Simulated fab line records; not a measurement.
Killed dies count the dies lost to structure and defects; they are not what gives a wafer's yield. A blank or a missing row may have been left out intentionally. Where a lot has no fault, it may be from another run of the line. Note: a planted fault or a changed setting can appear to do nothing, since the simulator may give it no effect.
Which tool is to blame? ; flow n5-finfet ; Sampling: 10 lots, 30 wafers, 5 of 1938 route steps

WHAT THE GAUGES READ, wafer by wafer
The record holds no reading of a measuring or inspecting step that can be judged against a usual standard deviation.

WHAT TOOL EACH LOT RAN ON (gives the tool, then ch and the chambers of the sampled wafers, and finally the start)
lot;N5_BEOL_M12_ETCH_67;N5_BEOL_M15_TRENCH_ETCH_34;N5_MIM_TOP_ETCH_PECVD_03;N5_PASSIVATION_STRIP_14;N5_PASSIVATION_PROBE_49
L367;rie-diel-01 ch 0,1, day 11 07:47;rie-diel-06 ch 1,2,3, day 11 23:49;pecvd-03 ch 0,1, day 12 05:26;rie-diel-03 ch 0,1,2, day 12 07:58;-
L368;rie-diel-01 ch 0,2, day 11 08:38;rie-diel-03 ch 0,2, day 12 00:43;pecvd-02 ch 0,1, day 12 08:34;rie-diel-06 ch 0,2,3, day 12 11:13;-
L369;rie-diel-01 ch 0,1,3, day 11 16:03;rie-diel-03 ch 0,3, day 12 08:17;pecvd-02 ch 0,1,2, day 12 15:31;rie-diel-03 ch 0,1,2, day 12 19:11;-
L370;rie-diel-04 ch 0,1,2, day 12 00:10;rie-diel-03 ch 0,1,3, day 12 19:24;pecvd-03 ch 0,1,2, day 13 05:57;rie-diel-05 ch 0,1,3, day 13 10:38;-
L371;rie-diel-01 ch 0,1,2, day 12 16:44;rie-diel-05 ch 0,1, day 13 10:00;pecvd-03 ch 1,2, day 13 18:14;rie-diel-05 ch 0,1,2, day 13 21:00;prober-01, day 14 03:14
L373;rie-diel-01 ch 0,1,3, day 12 17:13;rie-diel-06 ch 0,1,3, day 13 10:17;pecvd-03 ch 0,1,2, day 13 19:35;rie-diel-05 ch 1,2,3, day 13 23:26;prober-02, day 14 05:55
L375;rie-diel-02 ch 0,1,2, day 13 09:02;rie-diel-03 ch 0,1,2, day 14 04:20;pecvd-04 ch 0,1,2, day 14 15:09;rie-diel-06 ch 0,1,3, day 14 17:49;-
L385;rie-diel-01 ch 1,2,3, day 15 19:23;rie-diel-05 ch 2,3, day 17 00:00;pecvd-03 ch 0,1,2, day 17 07:59;rie-diel-06 ch 1,2, day 17 11:53;-
L387;rie-diel-02 ch 0,3, day 16 05:29;rie-diel-06 ch 0,2, day 17 07:32;pecvd-03 ch 0,1,2, day 17 16:12;rie-diel-05 ch 1,2, day 17 20:34;-
L386;rie-diel-02 ch 0,1,2, day 16 17:52;rie-diel-05 ch 0,2, day 17 13:23;pecvd-03 ch 0,2, day 17 20:55;rie-diel-06 ch 1,3, day 17 23:25;-
- N5_BEOL_M12_ETCH_67: etches SiARC in CF4, target depth 143 nm, time 238.3 s.
- N5_BEOL_M15_TRENCH_ETCH_34: etches SiO2 in C4F8/O2/Ar, target depth 872.93 nm, time 199 s.
- N5_MIM_TOP_ETCH_PECVD_03: deposits SiNx from SiH4/NH3/N2, target thk 20 nm, time 17.6 s.
- N5_PASSIVATION_STRIP_14: strips in O2.
- N5_PASSIVATION_PROBE_49

WHAT THE TOOLS THEMSELVES READ (means of the sampled wafers that have a number; where no wafer has one, the mark that the record gives instead)
N5_BEOL_M12_ETCH_67. Usual: cf4-flow-sccm 100.03 sccm (standard deviation 0.29); drypump-motor-current-A 5.6 A (standard deviation 0.44); etch-rf-on-time-s 236 s (standard deviation 3.6); oes-product-au 0.67 a.u. (standard deviation 0.063); rf-vpp-V 184.0 V (standard deviation 1.2); showerhead-plenum-p-Torr 2.14 Torr (standard deviation 0.068); throttle-valve-pct 15.74 % (standard deviation 0.27).
lot;tool;cf4-flow-sccm (sccm);drypump-motor-current-A (A);etch-rf-on-time-s (s);oes-product-au (a.u.);rf-vpp-V (V);showerhead-plenum-p-Torr (Torr);throttle-valve-pct (%);flag
L367;rie-diel-01;100.25;6.0;236;0.74;184.5;2.14;15.61;
L368;rie-diel-01;100.30;5.8;235;0.77;185.0;2.21;15.37;
L369;rie-diel-01;99.91;6.1;232;0.71;184.7;2.16;15.78;
L370;rie-diel-04;99.92;5.3;234;0.76;184.3;2.15;15.66;
L371;rie-diel-01;100.02;5.9;235;0.71;184.3;2.16;15.55;
L373;rie-diel-01;99.97;6.1;232;0.69;184.0;2.16;15.80;
L375;rie-diel-02;100.20;5.3;240;0.65;183.5;2.08;15.82;
L385;rie-diel-01;99.93;6.0;235;0.66;183.5;2.17;15.78;
L387;rie-diel-02;99.72;5.1;242;0.59;184.3;2.12;15.87;
L386;rie-diel-02;99.96;5.3;242;0.62;183.3;2.07;15.87;

N5_BEOL_M15_TRENCH_ETCH_34. Usual: drypump-motor-current-A 5.5 A, standard deviation 0.51; oes-product-au 0.78 a.u., standard deviation 0.084; rf-vpp-V 2221 V, standard deviation 23; showerhead-plenum-p-Torr 3.44 Torr, standard deviation 0.1; throttle-valve-pct 30.96 %, standard deviation 0.24.
lot;tool;drypump-motor-current-A (A);oes-product-au (a.u.);rf-vpp-V (V);showerhead-plenum-p-Torr (Torr);throttle-valve-pct (%);flag
L367;rie-diel-06;5.9;0.79;2237;3.43;31.08;
L368;rie-diel-03;5.1;0.75;2244;3.48;30.71;
L369;rie-diel-03;5.2;0.77;2214;3.48;30.81;
L370;rie-diel-03;5.2;0.72;2219;3.51;30.84;
L371;rie-diel-05;5.5;0.82;2237;3.57;30.94;
L373;rie-diel-06;5.9;0.79;2225;3.42;31.06;
L375;rie-diel-03;5.1;0.75;2228;3.48;30.76;
L385;rie-diel-05;5.8;0.81;2216;3.42;31.02;
L387;rie-diel-06;5.7;0.68;2212;3.28;31.33;
L386;rie-diel-05;5.8;0.82;2207;3.38;31.01;

N5_MIM_TOP_ETCH_PECVD_03. Usual: heater-power-w 737 W, standard deviation 64; showerhead-plenum-p-Torr 5.16 Torr, standard deviation 0.075; throttle-valve-pct 40.1 %, standard deviation 1.5.
lot;tool;heater-power-w (W);showerhead-plenum-p-Torr (Torr);throttle-valve-pct (%);flag
L367;pecvd-03;750;5.23;39.1;
L368;pecvd-02;844;5.21;39.7;
L369;pecvd-02;749;5.16;38.6;
L370;pecvd-03;766;5.18;39.5;
L371;pecvd-03;777;5.14;40.0;
L373;pecvd-03;722;5.17;39.4;
L375;pecvd-04;681;5.14;41.5;
L385;pecvd-03;753;5.18;39.7;
L387;pecvd-03;762;5.17;39.7;
L386;pecvd-03;724;5.15;40.0;

N5_PASSIVATION_STRIP_14. Usual: drypump-motor-current-A 5.5 A, standard deviation 0.48; oes-product-au 0.78 a.u., standard deviation 0.083; rf-vpp-V 3.6 V, standard deviation 0.91; showerhead-plenum-p-Torr 2.09 Torr, standard deviation 0.067; throttle-valve-pct 16.70 %, standard deviation 0.23.
lot;tool;drypump-motor-current-A (A);oes-product-au (a.u.);rf-vpp-V (V);showerhead-plenum-p-Torr (Torr);throttle-valve-pct (%);flag
L367;rie-diel-03;5.1;0.75;3.7;2.12;16.54;
L368;rie-diel-06;6.0;0.76;3.2;2.04;16.82;
L369;rie-diel-03;5.1;0.75;3.1;2.12;16.56;
L370;rie-diel-05;5.4;0.78;3.4;2.15;16.65;
L371;rie-diel-05;5.6;0.84;3.2;2.11;16.59;
L373;rie-diel-05;5.7;0.84;3.2;2.15;16.67;
L375;rie-diel-06;5.9;0.79;2.7;2.07;16.73;
L385;rie-diel-06;5.6;0.73;3.6;2.03;17.00;
L387;rie-diel-05;5.9;0.85;3.6;2.10;16.69;
L386;rie-diel-06;5.8;0.80;3.6;2.11;16.71;

N5_PASSIVATION_PROBE_49. Usual: defect-limited-yield 91.1 %, standard deviation 1.4; killed_at_M0_to_M3 35, standard deviation 8.7; killed_at_M4_up 14, standard deviation 5.3; killed-at-contacts 12, standard deviation 6.2; killed-at-front-end 41, standard deviation 12; killed-at-other 3.4, standard deviation 2.6; killed-dies 105, standard deviation 16; killed-open 67, standard deviation 13; killed-short 36, standard deviation 7.3; sort_bin_5_function 5.2 %, standard deviation 0.96; sort_bin_6_memory 3.3 %, standard deviation 0.6; sort-n-pass 1075, standard deviation 16; sort-yield-pct 91.1 %, standard deviation 1.4.
lot;tool;defect-limited-yield (%);killed_at_M0_to_M3;killed_at_M4_up;killed-at-contacts;killed-at-front-end;killed-at-other;killed-dies;killed-open;killed-short;sort_bin_5_function (%);sort_bin_6_memory (%);sort-n-pass;sort-yield-pct (%);flag
L371;prober-01;85.9;42;55;14;53;3.3;167;84;38;8.8;4.2;1013;85.9;OFF
L373;prober-02;86.4;42;62;18;36;2.3;160;75;40;8.2;4.1;1020;86.4;OFF

THE ANSWER, worked out from the rows above alone
Rule: a lot is off if the mean of its wafers that have a number lies more than 3 standard deviations from the usual mean. A lot without any number at a reading at which 4 lots or more have one is off too. The other lots that the step has rows for count as sound. After the gauges, taken in route order, come the tools' own readings; for these a lot's mean is taken, as printed above. At the first step where some lot is off, the reading lying furthest off is the one used; lots without a number count as furthest.
Off at N5_PASSIVATION_PROBE_49 (killed_at_M4_up): L371, L373. Neither off nor sound, because the step has no rows for them: L367, L368, L369, L370, L375, L385, L387, L386.
A tool fits if, at that step or a process step before it, it ran every lot that is off, and no sound lot after the first of them. Can't be told from this: 3 tools fit, rie-diel-01 at N5_BEOL_M12_ETCH_67, pecvd-03 at N5_MIM_TOP_ETCH_PECVD_03, rie-diel-05 at N5_PASSIVATION_STRIP_14.

WHAT THE SIMULATOR HAD INSERTED
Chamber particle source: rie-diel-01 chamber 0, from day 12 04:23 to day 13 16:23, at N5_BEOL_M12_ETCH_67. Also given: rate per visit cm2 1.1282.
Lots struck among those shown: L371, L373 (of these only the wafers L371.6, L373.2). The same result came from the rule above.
